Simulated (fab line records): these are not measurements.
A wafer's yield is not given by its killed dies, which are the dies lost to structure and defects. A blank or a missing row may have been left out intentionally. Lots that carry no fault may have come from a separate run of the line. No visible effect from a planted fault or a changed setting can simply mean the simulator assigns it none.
fab line records	flow n5Finfet
record lots=6	wafers=18	lastDay=17
route steps=1938 shown BEOL_M4@1071 PASSIVATION@1936
lots untouched by any fault: they come from a run of this same line in which no faults occurred
startH: hours from the record's first day to the start of the lot's first wafer shown	waitH: how many hours have passed since the lot's step before this one	" identical to the entry in the row above	L1.1+2: a row that stands for several wafers	- either no value or no given start	* or withheld: withheld	< > ~ a bound
route shown NAME@n: names a module that has steps shown in the file, with the first one's number in the route	usual: average and standard deviation across the fault-free wafers	same: alike in all rows	chamber/n: place in a boat	sites: each site's reading	_std_site: the standard deviation of these	_edge_site: mean of outer sites minus mean of inner sites	radiusMm: for every site, how far away it sits from the centre of the wafer	mask NAME#n: copy n	behind: the tool/chamber that last shaped the wafer	hold: what put the lot on hold/how long, in hours/how the hold closed	device: the n, p or np transistor that did not switch	end of line: the same wafers' tests at the end of the route	step lacking rows: just its recipe	killed: dies lost to structure and defects at the first sort, not the wafer's yield	map: per-die view of a wafer (x killed, . not killed, _ where there is no die)
set.NAME: setting as actually run; set.NAME@STEP: the setting as run at that earlier step	model.NAME: the simulator's own value behind a step, which no gauge read
lots seen at some steps along the route; tables by step, rows by wafer
services: the hour from which a tool's chamber was out of use, counted from the record's first day as startH (under 0 if before that day), plus the number of hours and why
## steps
# step N5_BEOL_M4_ETCH_41
# recipe chemistry=CH3F/O2	target=SiCN	targetDepthA=299	taperDeg=2	timeS=52.5	ionEnergyEv=120	maskMaterial=TiN	pressureMtorr=30	sourceW=395	biasW=75	Ar_flow_sccm=150	CH3F_flow_sccm=30	O2_flow_sccm=20
# usual drypumpMotorCurrentA=5.7/0.41	oesProductAu=0.79/0.083	rfVppV=297.5/1.6	showerheadPlenumPTorr=2.01/0.06	throttleValvePct=16.3/0.33
lot.wafer	tool	chamber	startH	waitH	drypumpMotorCurrentA	oesProductAu	rfHoursCounterH	rfVppV	showerheadPlenumPTorr	throttleValvePct
L983.2	rieDiel-01	1	-	-	5.6	0.89	37	298.1	2.03	15.9
L983.3	"	3	"	"	5.2	0.84	53	294.9	1.95	16.3
L983.5	"	2	"	"	5.8	0.69	-	296.4	1.96	16.7
L988.2	rieDiel-05	2	-	-	6.1	0.68	240	297.3	2.05	16.5
L988.3	"	3	"	"	5.6	0.71	206	297.2	2.00	16.5
L988.4	"	0	"	"	5.5	0.79	81	298.5	2.09	15.9
L992.3	rieDiel-05	3	-	-	5.6	0.70	213	296.6	2.00	16.5
L992.4	"	0	"	"	5.5	0.79	86	299.2	2.09	15.9
L992.5	"	2	"	"	6.2	0.68	-	298.0	2.04	16.5
L990.2	rieDiel-01	2	-	-	5.8	0.68	250	296.3	1.95	16.7
L990.5	"	0	"	"	5.1	0.80	-	296.1	1.94	16.1
L990.6	"	1	"	"	5.6	0.87	-	298.9	2.02	15.9
L997.2	rieDiel-05	1	-	-	5.5	0.71	232	296.8	1.98	16.9
L997.5	"	3	"	"	5.6	0.70	-	296.8	1.99	16.6
L997.6	"	0	"	"	5.6	0.78	-	297.3	2.08	15.9
L100.3	rieDiel-05	2	-	-	6.1	0.94	7	297.2	2.04	16.1
L100.4	"	3	"	"	5.6	0.70	234	298.6	1.99	16.6
L100.6	"	0	"	"	5.5	0.77	-	298.7	2.08	16.0
# step N5_BEOL_M4_STRIP_97
# recipe chemistry=N2/H2	timeS=10	powerW=450	tempC=40	pressureMtorr=20	rfFrequencyHz=6e+07	biasPowerW=7	n2FlowSccm=200	h2FlowSccm=200
# usual drypumpMotorCurrentA=5.7/0.41	oesProductAu=0.79/0.083	rfVppV=59.2/0.76	showerheadPlenumPTorr=2.55/0.084	throttleValvePct=23.6/0.33
lot.wafer	tool	chamber	startH	waitH	drypumpMotorCurrentA	oesProductAu	rfHoursCounterH	rfVppV	showerheadPlenumPTorr	throttleValvePct
L983.2	rieDiel-01	1	-	-	5.6	0.89	37	60.0	2.58	23.4
L983.3	"	3	"	"	5.2	0.87	53	59.3	2.47	23.5
L983.5	"	2	"	"	5.8	0.70	-	58.8	2.52	24.4
L988.2	rieDiel-05	2	-	-	6.2	0.68	240	59.6	2.62	23.9
L988.3	"	3	"	"	5.6	0.71	206	58.9	2.52	23.8
L988.4	"	0	"	"	5.5	0.79	81	58.3	2.66	23.1
L992.3	rieDiel-05	3	-	-	5.6	0.71	213	59.2	2.51	23.8
L992.4	"	0	"	"	5.5	0.79	87	59.3	2.66	23.1
L992.5	"	2	"	"	6.1	0.68	-	58.0	2.62	24.0
L990.2	rieDiel-01	2	-	-	5.8	0.69	250	59.1	2.51	24.4
L990.5	"	0	"	"	5.1	0.81	-	58.2	2.46	23.2
L990.6	"	1	"	"	5.6	0.88	-	59.1	2.58	23.4
L997.2	rieDiel-05	1	-	-	5.5	0.71	232	59.6	2.50	23.9
L997.5	"	3	"	"	5.6	0.69	-	59.0	2.51	23.8
L997.6	"	0	"	"	5.6	0.78	-	59.0	2.66	23.1
L100.3	rieDiel-05	2	-	-	6.2	0.95	7	59.1	2.61	23.6
L100.4	"	3	"	"	5.6	0.70	234	57.6	2.51	23.9
L100.6	"	0	"	"	5.6	0.77	-	59.4	2.65	23.2
# step N5_BEOL_M4_OCD_MEAS_38
# usual trenchDepthNm=55.7/1.2
lot.wafer	tool	chamber	startH	waitH	trenchDepthNm
L983.2	ocd-02	-	187.46	-	57.4
L983.3	"	-	"	"	56.2
L983.5	"	-	"	"	54.9
L988.2	ocd-01	-	220.89	-	53.3
L988.3	"	-	"	"	55.9
L988.4	"	-	"	"	54.2
L992.3	ocd-02	-	241.53	-	55.6
L992.4	"	-	"	"	55.0
L992.5	"	-	"	"	54.3
L990.2	ocd-02	-	242.04	-	55.6
L990.5	"	-	"	"	57.0
L990.6	"	-	"	"	57.5
L997.2	ocd-02	-	271.92	-	54.3
L997.5	"	-	"	"	55.6
L997.6	"	-	"	"	53.5
L100.3	ocd-02	-	288.83	-	55.4
L100.4	"	-	"	"	55.4
L100.6	"	-	"	"	55.1
# step N5_BEOL_M4_HM_STRIP_39
# recipe chemistry=peroxideTinStrip	material=TiN	targetDepthA=250	tempC=50	timeS=158
# step N5_BEOL_M4_SRD_40
# recipe timeS=30	tempC=23	rinseLiquid=diw	dry=ipaMarangoni
# step N5_BEOL_M4_PRECLEAN_42
# recipe chemistry=residueRemover	timeS=60	tempC=40
# step N5_BEOL_M4_SRD_43
# recipe timeS=30	tempC=23	rinseLiquid=diw	dry=ipaMarangoni
# step N5_BEOL_M4_CD_MEAS_35
# recipe targetCdNm=18	targetCdYNm=22.4	polarity=opening
# usual cdNm=18.0/0.33
lot.wafer	tool	chamber	startH	waitH	cdNm
L983.2	cdSem-01	-	187.61	0.0	18.0
L983.3	"	-	"	"	17.9
L983.5	"	-	"	"	18.1
L988.2	cdSem-01	-	221.04	0.0	18.6
L988.3	"	-	"	"	17.9
L988.4	"	-	"	"	18.0
L992.3	cdSem-01	-	241.70	0.0	17.6
L992.4	"	-	"	"	17.7
L992.5	"	-	"	"	18.2
L990.2	cdSem-02	-	242.19	0.0	17.7
L990.5	"	-	"	"	18.1
L990.6	"	-	"	"	18.4
L997.2	cdSem-03	-	272.07	0.0	18.4
L997.5	"	-	"	"	18.0
L997.6	"	-	"	"	17.9
L100.3	cdSem-03	-	288.98	0.0	17.5
L100.4	"	-	"	"	17.5
L100.6	"	-	"	"	17.7
# step N5_BEOL_M4_DEGAS_44
# recipe ambient=vacuum	tempC=250	timeS=60
# usual heaterPowerW=353/29
lot.wafer	tool	chamber	startH	waitH	heaterPowerW
L983.2	pvdSputter-02	-	189.10	1.5	380
L983.3	"	-	"	"	376
L983.5	"	-	"	"	377
L988.2	pvdSputter-03	-	221.17	0.1	334
L988.3	"	-	"	"	378
L988.4	"	-	"	"	306
L992.3	pvdSputter-03	-	242.11	0.4	384
L992.4	"	-	"	"	343
L992.5	"	-	"	"	386
L990.2	pvdSputter-01	-	242.75	0.6	375
L990.5	"	-	"	"	344
L990.6	"	-	"	"	277
L997.2	pvdSputter-03	-	272.60	0.5	371
L997.5	"	-	"	"	375
L997.6	"	-	"	"	313
L100.3	pvdSputter-01	-	289.46	0.5	380
L100.4	"	-	"	"	273
L100.6	"	-	"	"	337
# step N5_BEOL_M4_PRE_CLEAN_45
# recipe gas=H2/He	timeS=30	tempC=250
# step N5_BEOL_M4_ALD_84
# recipe material=TaN	targetThkA=*	tempC=275	aldPrecursorFamily=PDMAT	aldCoReactant=NH3	pressureTorr=3	carrierFlowSccm=1500	pulseTimeS=2	purgeTimeS=3	coReactantPurgeTimeS=2	coReactantPulseTimeS=3	aldCycles=30	precursorVesselTempC=75	precursorVesselPressureTorr=26.25	precursorVesselCarrierSccm=1000
# usual chamberPressureTorr=3.000/0.0065	heaterPowerOuterW=228/12	heaterPowerW=406/18
lot.wafer	tool	chamber	startH	waitH	chamberPressureTorr	heaterPowerOuterW	heaterPowerW	sinceWetCleanH
L983.2	aldMetal-04	3	189.27	0.1	3.000	219	396	4468
L983.3	"	0	"	"	3.005	216	407	4468
L983.5	"	0	"	"	3.003	214	415	-
L988.2	aldMetal-04	1	221.33	0.1	3.005	245	425	4500
L988.3	"	2	"	"	3.002	209	369	4500
L988.4	"	0	"	"	2.992	220	412	4500
L992.3	aldMetal-01	2	242.41	0.2	2.997	211	386	6059
L992.4	"	1	"	"	3.012	241	415	6059
L992.5	"	0	"	"	3.005	244	421	-
L990.2	aldMetal-01	2	242.89	0.1	3.007	213	403	6060
L990.5	"	2	"	"	2.999	219	397	-
L990.6	"	1	"	"	3.007	235	421	-
L997.2	aldMetal-04	1	272.70	0.0	3.010	251	432	4551
L997.5	"	1	"	"	2.998	245	421	-
L997.6	"	0	"	"	2.986	213	407	-
L100.3	aldMetal-04	3	289.74	0.2	3.005	219	408	4568
L100.4	"	1	"	"	3.003	247	435	4568
L100.6	"	1	"	"	3.013	245	440	-
# step N5_BEOL_M4_SURFACE_TREAT_85
# recipe gas=Ar	timeS=*	ionEnergyEv=*	ionCurrentMaCm2=0.5	pressureMtorr=*	arFlowSccm=30
# usual throttleValvePct=*
lot.wafer	tool	chamber	startH	waitH	throttleValvePct
L983.2	pvdSputter-03	-	189.59	0.2	*
L983.3	"	-	"	"	*
L983.5	"	-	"	"	*
L988.2	pvdSputter-02	-	221.59	0.2	*
L988.3	"	-	"	"	*
L988.4	"	-	"	"	*
L992.3	pvdSputter-03	-	242.67	0.2	*
L992.4	"	-	"	"	*
L992.5	"	-	"	"	*
L990.2	pvdSputter-03	-	243.23	0.2	*
L990.5	"	-	"	"	*
L990.6	"	-	"	"	*
L997.2	pvdSputter-02	-	273.06	0.3	*
L997.5	"	-	"	"	*
L997.6	"	-	"	"	*
L100.3	pvdSputter-01	-	290.01	0.2	*
L100.4	"	-	"	"	*
L100.6	"	-	"	"	*
# step N5_BEOL_M4_CVD_47
# recipe material=Co	targetThkA=30	tempC=withheld	precursor=CCTBA/H2	pressureTorr=30	timeS=223.8
# usual chamberPressureTorr=29.99/0.06	runLengthS=246.8/0.63
lot.wafer	tool	chamber	startH	waitH	chamberPressureTorr	runLengthS	sinceWetCleanH
L983.2	cvdCo-01	2	189.65	0.0	29.97	246.8	272
L983.3	"	1	"	"	30.08	245.5	1168
L983.5	"	1	"	"	30.02	245.5	-
L988.2	cvdCo-01	0	221.88	0.3	30.03	437.1	763
L988.3	"	2	"	"	30.00	247.4	304
L988.4	"	0	"	"	29.95	437.4	-
L992.3	cvdCo-02	2	242.79	0.1	30.13	247.2	543
L992.4	"	1	"	"	29.97	247.1	-
L992.5	"	0	"	"	29.89	246.1	-
L990.2	cvdCo-01	1	243.52	0.3	30.04	435.5	1222
L990.5	"	0	"	"	30.08	247.8	-
L990.6	"	1	"	"	30.10	245.5	-
L997.2	cvdCo-02	2	273.17	0.1	30.05	247.7	574
L997.5	"	2	"	"	30.05	247.0	-
L997.6	"	1	"	"	29.93	247.2	-
L100.3	cvdCo-02	2	290.12	0.1	29.98	247.8	591
L100.4	"	0	"	"	30.03	246.6	-
L100.6	"	2	"	"	29.96	247.7	-
# step N5_BEOL_M4_SPUTTER_48
# recipe material=Cu	targetThkA=45	tempC=-20	chamberPressurePa=0.07	powerW=withheld	timeS=8.29
# step N5_BEOL_M4_RC_MEAS_101
# usual DIBL_N=37.1/1.9	DIBL_P=37.2/2.3	IOFF_N=0.18/0.04	IOFF_P=0.23/0.044	ION_N=682/11	ION_P=468/8.6	SS_N=71.9/0.68	SS_P=73.5/0.74	VT_N=248/3.4	VT_P=-248/3.4
lot.wafer	tool	chamber	startH	waitH	DIBL_N[mV/V]	DIBL_P[mV/V]	IOFF_N[nA/um]	IOFF_P[nA/um]	ION_N[uA/um]	ION_P[uA/um]	SS_N[mV/dec]	SS_P[mV/dec]	VT_N[mV]	VT_P[mV]
L983.2	prober-01	0	193.14	0.2	36.8	34.4	0.15	0.21	666	461	71.4	73.7	250	-247
L983.3	"	0	"	"	39.4	36.4	0.19	0.25	685	471	71.6	73.8	245	-246
L983.5	"	0	"	"	40.3	38.6	0.23	0.28	693	474	71.6	74.3	243	-242
L988.2	prober-01	0	226.36	0.2	34.4	36.7	0.15	0.18	683	470	71.2	73.1	252	-253
L988.3	"	0	"	"	35.2	36.9	0.14	0.18	675	462	71.4	72.7	253	-254
L988.4	"	0	"	"	35.6	38.5	0.16	0.20	686	469	71.0	74.2	249	-252
L992.3	prober-02	0	246.41	0.3	36.6	35.7	0.17	0.22	677	459	71.9	73.1	250	-251
L992.4	"	0	"	"	37.6	37.6	0.19	0.23	674	467	73.0	73.1	249	-249
L992.5	"	0	"	"	37.7	38.8	0.21	0.26	691	469	72.6	73.4	245	-247
L990.2	prober-01	0	247.84	0.2	36.0	36.5	0.17	0.25	687	478	71.8	73.2	248	-246
L990.5	"	0	"	"	38.7	40.7	0.23	0.32	708	485	72.5	73.7	242	-240
L990.6	"	0	"	"	36.4	36.1	0.17	0.24	675	467	71.8	73.1	249	-245
L997.2	prober-01	0	276.37	0.2	37.3	36.2	0.18	0.19	671	449	72.3	73.6	248	-254
L997.5	"	0	"	"	37.9	37.8	0.19	0.21	674	458	71.9	73.8	248	-254
L997.6	"	0	"	"	36.8	35.0	0.16	0.18	662	448	72.9	73.7	251	-254
L100.3	prober-01	0	295.12	0.3	34.1	35.1	0.15	0.22	681	469	71.5	73.1	248	-245
L100.4	"	0	"	"	37.2	37.9	0.20	0.26	678	460	73.0	73.6	248	-246
L100.6	"	0	"	"	35.9	37.0	0.18	0.25	687	474	71.4	73.4	249	-245
# step N5_PASSIVATION_PROBE_49
# usual defectLimitedYield=91.5/1.4	killed_at_M0_to_M3=32/9.7	killed_at_M4_up=14/5.3	killedAtContacts=11/6	killedAtFrontEnd=39/14	killedAtOther=3.3/2.7	killedDies=100/17	killedOpen=66/13	killedShort=32/7.4	sort_bin_5_function=4.9/0.9	sort_bin_6_memory=3.2/0.72	sortNPass=1080/17	sortYieldPct=91.5/1.4
# same grossDies=1180	killedAtBackSide=0	sort_bin_4_leakage[%]=0	sort_bin_8_speed[%]=0
lot.wafer	tool	chamber	startH	waitH	defectLimitedYield[%]	killed_at_M0_to_M3	killed_at_M4_up	killedAtContacts	killedAtFrontEnd	killedAtOther	killedDies	killedOpen	killedShort	sort_bin_5_function[%]	sort_bin_6_memory[%]	sortNPass	sortYieldPct[%]
L992.3	prober-01	-	342.84	0.1	92.2	22	12	15	40	3	92	46	46	4.5	2.9	1088	92.2
L992.4	prober-01	-	342.89	0.2	92.3	20	13	22	31	5	91	64	27	4.7	2.5	1089	92.3
L992.5	prober-01	-	342.94	0.2	91.4	28	9	25	35	5	102	73	29	5.3	3.3	1078	91.4
# killed by level:class
L992.3 FIN_SAQP:geometricParticle:short=12 GATE_CUT:geometricParticle:short=11 MOL_CONTACT_COAG:geometricParticle:open=9 BEOL_M2:geometricParticle:open=6 MOL_CONTACT_COAG:geometricParticle:short=6 BEOL_M2:geometricParticle:short=4 BEOL_M3:geometricParticle:open=4 BEOL_M8:geometricParticle:open=4
L992.4 MOL_CONTACT_COAG:geometricParticle:open=19 STI_FIN_REVEAL:geometricParticle:open=5 DUMMY_GATE:geometricParticle:open=4 BEOL_M2:geometricParticle:open=4 BEOL_M3:geometricParticle:open=4 BEOL_M4:geometricParticle:open=4 PAD_METAL:geometricParticle:open=4 STARTING-WAFER:geometricParticle:open=4
L992.5 MOL_CONTACT_COAG:geometricParticle:open=21 BEOL_M2:geometricParticle:open=12 FIN_SAQP:geometricParticle:open=8 BEOL_M0_SAQP:geometricParticle:short=6 BEOL_M4:geometricParticle:open=4 FIN_SAQP:geometricParticle:short=4 MOL_CONTACT_COAG:geometricParticle:short=4 BEOL_M1:geometricParticle:open=4
## services
tool	chamber	startH	hours	kind
rieDiel-01	-	178.16	0.7	repair
rieDiel-05	1	213.01	3.8	repair
aldMetal-04	-	240.61	4.3	pm
rieDiel-05	2	241.53	4.6	repair
rieDiel-01	2	242.59	-	clean
rieDiel-01	2	242.59	-	consumableReplace:focusRing
rieDiel-01	2	242.59	22.9	scheduledDown
rieDiel-01	2	242.59	22.9	ventCycle
rieDiel-05	2	253.64	-	clean
rieDiel-05	2	253.64	-	consumableReplace:focusRing
rieDiel-05	2	253.64	17.4	scheduledDown
rieDiel-05	2	253.64	17.4	ventCycle
cvdCo-01	-	267.98	6.0	pm
aldMetal-04	0	281.30	1.5	repair
aldMetal-01	-	281.36	8.7	pm
## key
firstSign step=N5_BEOL_M4_CVD_47	reading=runLengthS	direction=up	sigmas=99+	usual=*	struck=*
effect none on later readings
metAt N5_BEOL_M4_CVD_47
struckWafers L988.2,L988.4,L990.2
onsetBetween 189.65 221.88
fault kind=processParameterDrift	tool=cvdCo-01	chamber=-	onsetH=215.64	steps=N5_BEOL_M4_CVD_47	channel=timeS	offset=*	shape=step	endH=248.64	scope=struckWafersOnly	actsIn=*	stated=*
